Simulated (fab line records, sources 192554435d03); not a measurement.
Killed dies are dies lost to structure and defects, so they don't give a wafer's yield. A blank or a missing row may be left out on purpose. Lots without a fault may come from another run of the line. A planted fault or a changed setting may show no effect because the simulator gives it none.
Chamber matching | flow n5_finfet | N5_HKMG_FIN_STRIP_92 on rie_diel-05: 4 sister chambers
The step strips SOC in N2/H2, time 20 s. 14 wafers are shown with their chamber, then 7 later ones without.

WAFERS WITH THEIR CHAMBER
wafer  | chamber | throttle_valve_pct (%) | drypump_motor_current_A (A) | showerhead_plenum_p_Torr (Torr)
L074.1 | 1       | 18.4                   | 5.2                         | 3.34
L074.5 | 3       | 19.2                   | 5.3                         | 3.39
L074.6 | 2       | 18.3                   | 5.8                         | 3.41
L079.4 | 1       | 18.5                   | 5.2                         | 3.34
L079.5 | 0       | 19.4                   | 6.4                         | 3.19
L079.6 | 1       | 18.5                   | 5.2                         | 3.34
L082.4 | 2       | 18.3                   | 5.9                         | 3.40
L082.5 | 3       | 19.2                   | 5.3                         | 3.38
L082.6 | 0       | 19.4                   | 6.4                         | 3.19
L084.2 | 2       | 18.3                   | 5.8                         | 3.40
L084.3 | 1       | 18.5                   | 5.2                         | 3.33
L084.6 | 0       | 19.4                   | 6.4                         | 3.19
L088.3 | 1       | 18.5                   | 5.1                         | 3.33
L088.4 | 2       | 18.3                   | 5.9                         | 3.39

SIGNATURES (means of the wafers above)
reading                  | chamber 0 | chamber 1 | chamber 2 | chamber 3 | scatter within a chamber
throttle_valve_pct       | 19.400    | 18.480    | 18.300    | 19.200    | 0.0283
drypump_motor_current_A  | 6.400     | 5.180     | 5.850     | 5.300     | 0.0424
showerhead_plenum_p_Torr | 3.1900    | 3.3360    | 3.4000    | 3.3850    | 0.00608
Rule: a wafer's distance from a chamber is the root of the sum, over the readings, of the square of ((its reading less the chamber's mean) divided by the reading's scatter). The wafer belongs to the nearest chamber; if the next one is less than 2 further off, it can't be placed. The scatter: the root of (the sum of the squares of (reading less its chamber's mean) over the shown wafers, divided by (wafers less chambers)).

WAFERS WITHOUT THEIR CHAMBER
wafer  | throttle_valve_pct (%) | drypump_motor_current_A (A) | showerhead_plenum_p_Torr (Torr)
L088.5 | 19.4                   | 6.4                         | 3.18
L094.1 | 18.5                   | 5.2                         | 3.32
L094.4 | 18.4                   | 5.9                         | 3.39
L094.6 | 18.5                   | 5.2                         | 3.32
L096.3 | 18.4                   | 5.8                         | 3.38
L096.4 | 18.4                   | 5.9                         | 3.38
L096.5 | 18.5                   | 5.2                         | 3.32

WHICH CHAMBER EACH WENT THROUGH
wafer  | from the rows above | in truth
L088.5 | 0                   | 0
L094.1 | 1                   | 1
L094.4 | 2                   | 2
L094.6 | 1                   | 1
L096.3 | 2                   | 2
L096.4 | 2                   | 2
L096.5 | 1                   | 1
Placed correctly: 7 of 7. Can't be placed from these rows: 0. Placed wrongly: 0.
